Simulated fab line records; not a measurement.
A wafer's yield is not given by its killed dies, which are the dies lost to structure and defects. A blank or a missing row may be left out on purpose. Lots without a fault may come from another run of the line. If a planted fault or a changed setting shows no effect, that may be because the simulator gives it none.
Struck lot and sound lot, side by side -- flow n5_finfet -- 27 steps out of a route of 1938
Sound: wafers L349.1, L349.4, L349.6. Wafers struck: L362.1, L362.2. At the end, the cause is stated.
At each step with rows: each side's tool, then ch and its chambers, then its first start. Under that, the readings that differ: sound wafers -- struck wafers -- difference of the means -- sigmas: that difference in standard deviations of wafers without a fault.
alike: words and numbers the same on both sides, and readings whose means are apart by under 2 such deviations; not compared: readings that were withheld, readings missing a value for some wafer, numbers with overlapping values and no deviation given by the record, and bounds like >300 which may hide the same value.
The two part at a step that has a row with sigmas, a row that says differs or no value, or rows on one side only. Non-overlapping numbers with no deviation appear without sigmas and do not part them. A reading missing from all wafers of one side parts the sides only when that side holds two or more wafers.

first, 4 steps without rows for these wafers: N5_WELL_APT_OXIDE_STRIP_42 (strips SiO2 in dHF, time 45 s, target depth 12 nm); N5_WELL_APT_PRECLEAN_36 (cleans in O3/DIW, time 45 s); N5_WELL_APT_PRECLEAN_39 (cleans in dHF, time 60 s); N5_WELL_APT_SRD_37 (time 30 s).
N5_WELL_APT_EPI_41: deposits Si from SiH4/H2, target thk 50 nm, time 297.7 s.
  sound on epi_rpcvd-03 ch 0, day 2 10:20; struck on epi_rpcvd-03 ch 0, day 5 16:10
  alike: throttle_valve_pct
N5_WELL_APT_INSPECT_38: inspects for defects (darkfield).
  sound: defect_inspect-02 at day 2 11:10; struck: defect_inspect-02 at day 5 16:48
  alike: raw_defect_count
N5_PMOS_HMC_CHANNEL_EPI_HM_DEP_34: deposits SiO2 from TEOS/O2, target thk 36 nm, time 6.9 s.
  sound on pecvd-04 ch 0,1,2, day 2 11:12; struck on pecvd-03 ch 1,2, day 5 16:50
  alike: heater_power_w, showerhead_plenum_p_Torr, throttle_valve_pct
then, 5 steps without rows for these wafers: N5_PMOS_HMC_CHANNEL_EPI_COAT_31 (time 60 s, resist thk 66 nm); N5_PMOS_HMC_CHANNEL_EPI_COAT_03 (resist thk 205 nm); N5_PMOS_HMC_CHANNEL_EPI_EBR_05; N5_PMOS_HMC_CHANNEL_EPI_SOFTBAKE_04 (time 60 s); N5_PMOS_HMC_CHANNEL_EPI_EXPOSE_06 (exposes mask PMOS HMC BLK, target cd 240 nm).
N5_PMOS_HMC_CHANNEL_EPI_PEB_07: peb time 60 s.
  sound on litho_track-01 ch 0, day 2 11:25; struck on litho_track-02 ch 0, day 5 17:03
  alike: chill_plate_temp_C, heater_power_total_W
then, 1 step without rows for these wafers: N5_PMOS_HMC_CHANNEL_EPI_DEVELOP_08 (develop time 30 s).
N5_PMOS_HMC_CHANNEL_EPI_CD_MEAS_09 targets a cd of 237.4 nm.
  sound on cd_sem-01 ch 0, day 2 11:29; struck on cd_sem-02 ch 0, day 5 17:07
reading,sound,struck,difference,sigmas
cd_nm (nm),237.6 237.2 239.3,246.2 247.9,+9.0,+8
N5_PMOS_HMC_CHANNEL_EPI_OVL_MEAS_10:
  sound on overlay-01 ch 0, day 2 11:31; struck on overlay-02 ch 0, day 5 17:09
  alike: PMOS_HMC_BLK_OVL
N5_PMOS_HMC_CHANNEL_EPI_INSPECT_11: inspects for defects (macro).
  sound: defect_inspect-01 at day 2 11:32; struck: defect_inspect-02 at day 5 17:10
  alike: raw_defect_count
N5_PMOS_HMC_CHANNEL_EPI_DESCUM_14: chemistry O2, time 7.9 s.
  sound on rie_diel-06 ch 1,3, day 2 11:34; struck on rie_diel-02 ch 2,3, day 5 17:13
reading,sound,struck,difference,sigmas
model.PMOS_HMC_CHANNEL_EPI.cd_nm (nm),237.7 237.3 239,245.9 247.5,+8.7,
  alike: drypump_motor_current_A, oes_product_au, rf_vpp_V, showerhead_plenum_p_Torr, throttle_valve_pct
  not compared: rf_hours_counter_h
N5_PMOS_HMC_CHANNEL_EPI_ETCH_32: etches BARC in N2/H2, stops on SiO2, target depth 85.8 nm, time 50.3 s.
  sound on rie_diel-06 ch 1,3, day 2 11:37; struck on rie_diel-02 ch 2,3, day 5 17:14
  alike: bias_w, drypump_motor_current_A, oes_product_au, rf_vpp_V, showerhead_plenum_p_Torr, throttle_valve_pct
  not compared: rf_hours_counter_h
N5_PMOS_HMC_CHANNEL_EPI_HM_OPEN_15: chemistry CHF3/O2, target SiO2, target depth 40.6 nm, time 20.3 s.
  sound on rie_diel-06 ch 1,3, day 2 11:39; struck on rie_diel-02 ch 2,3, day 5 17:17
  alike: bias_w, drypump_motor_current_A, oes_o_777_au, oes_product_au, rf_vpp_V, showerhead_plenum_p_Torr, throttle_valve_pct
  not compared: rf_hours_counter_h
then, 2 steps without rows for these wafers: N5_PMOS_HMC_CHANNEL_EPI_STRIP_33 (strips in N2/H2); N5_PMOS_HMC_CHANNEL_EPI_STRIP_17 (strips in SPM, time 750 s).
N5_PMOS_HMC_CHANNEL_EPI_ETCH_38: etches SiO2 in CF4, target depth 1.5 nm.
  sound on rie_si-02 ch 0,3, day 2 12:01; struck on rie_si-04 ch 0,1, day 5 17:38
  alike: bias_w, drypump_motor_current_A, oes_product_au, throttle_valve_pct
  not compared: rf_hours_counter_h
N5_PMOS_HMC_CHANNEL_EPI_FIN_RECESS_16: chemistry HBr/Cl2, target Si, target depth 54 nm, time 18 s.
  sound on rie_si-02 ch 0,3, day 2 12:02; struck on rie_si-04 ch 0,1, day 5 17:40
reading,sound,struck,difference,sigmas
model.PMOS_HMC_CHANNEL_EPI.cd_nm (nm),239.7 240.3 241.9,247.8 249.8,+8.2,
  alike: bias_w, drypump_motor_current_A, mfc_cl2_sccm, oes_product_au, throttle_valve_pct
  not compared: rf_hours_counter_h
then, 1 step without rows for these wafers: N5_PMOS_HMC_CHANNEL_EPI_PRECLEAN_36 (cleans in O3/DIW, time 45 s).
-- a jump in the record: the struck wafers' starts before and after are 9 days apart (it breaks off in module PMOS_HMC_CHANNEL_EPI and resumes in module BEOL_M4, where the first step shown is number 1111 of the route) --
N5_BEOL_M4_RC_MEAS_101:
  sound on prober-01 ch 0, day 11 19:55; struck on prober-01 ch 0, day 14 17:26
  alike: DIBL_N, DIBL_P, IOFF_N, IOFF_P, ION_N, ION_P, SS_N, SS_P, VT_N, VT_P
-- the record jumps here: 5 days lie between the struck wafers' starts before and after (it left off in module BEOL_M4 and takes up again in module PASSIVATION, whose first step shown is number 1936 of the route) --
N5_PASSIVATION_PROBE_49:
  the record has rows for the struck wafers here (prober-01, day 19 15:45) and none for the sound ones

== WHERE THEY PART ==
First at N5_PMOS_HMC_CHANNEL_EPI_CD_MEAS_09; last, within this record, at N5_PASSIVATION_PROBE_49.

WHY: whatever the simulator had introduced
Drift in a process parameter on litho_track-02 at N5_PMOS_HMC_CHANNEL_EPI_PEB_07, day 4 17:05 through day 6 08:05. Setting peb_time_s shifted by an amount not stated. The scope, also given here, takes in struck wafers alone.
